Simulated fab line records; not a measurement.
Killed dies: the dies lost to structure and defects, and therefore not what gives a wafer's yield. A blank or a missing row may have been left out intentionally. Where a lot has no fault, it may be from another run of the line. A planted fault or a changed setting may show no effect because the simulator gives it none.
Matching of chambers | flow n5 finfet | 4 sister chambers for N5_ILD0_LINER_00 on ald sin-04
The step material SiNx, target thk 4 nm, pulse time 1 s, purge time 2 s. 4 wafers are shown with their chamber, then 10 later ones without.

== WAFERS, EACH WITH ITS CHAMBER ==
wafer  | chamber | heater power w (W)
L090.4 | 0       | 914
L090.5 | 2       | 766
L092.1 | 3       | 862
L092.2 | 1       | 791

== WAFERS MISSING THEIR CHAMBER ==
wafer  | heater power w (W)
L092.3 | 758
L092.4 | 870
L092.5 | 840
L092.6 | 908
L096.2 | 729
L096.4 | 765
L096.6 | 910
L097.1 | 787
L097.2 | 700
L097.6 | 715

== WHICH CHAMBER EACH WENT THROUGH ==
wafer  | from the rows above               | in truth
L092.3 | can't be placed: 2 or 1           | 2
L092.4 | can't be placed: 3 or 0           | 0
L092.5 | can't be placed: 3 or 1 or 0 or 2 | 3
L092.6 | can't be placed: 0 or 3           | 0
L096.2 | can't be placed: 2 or 1           | 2
L096.4 | can't be placed: 2 or 1           | 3
L096.6 | can't be placed: 0 or 3           | 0
L097.1 | can't be placed: 1 or 2           | 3
L097.2 | can't be placed: 2 or 1           | 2
L097.6 | can't be placed: 2 or 1           | 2
0 of 10 placed correctly. Cannot be placed on the basis of these rows: 10; the candidates contain the true chamber in 8. Placed wrongly: 0.
How it was worked out, from the rows above alone: a wafer's distance from a chamber is the root of the sum, over the readings, of the square of ((its reading less the chamber's mean) divided by the reading's scatter). The wafer belongs to the nearest chamber; if the next one is less than 2 further off, it can't be placed. The mean given for a chamber averages the wafers shown for that chamber. The scatter: root of mean squared gap, hidden wafer to nearest shown wafer, with one shown wafer a chamber.
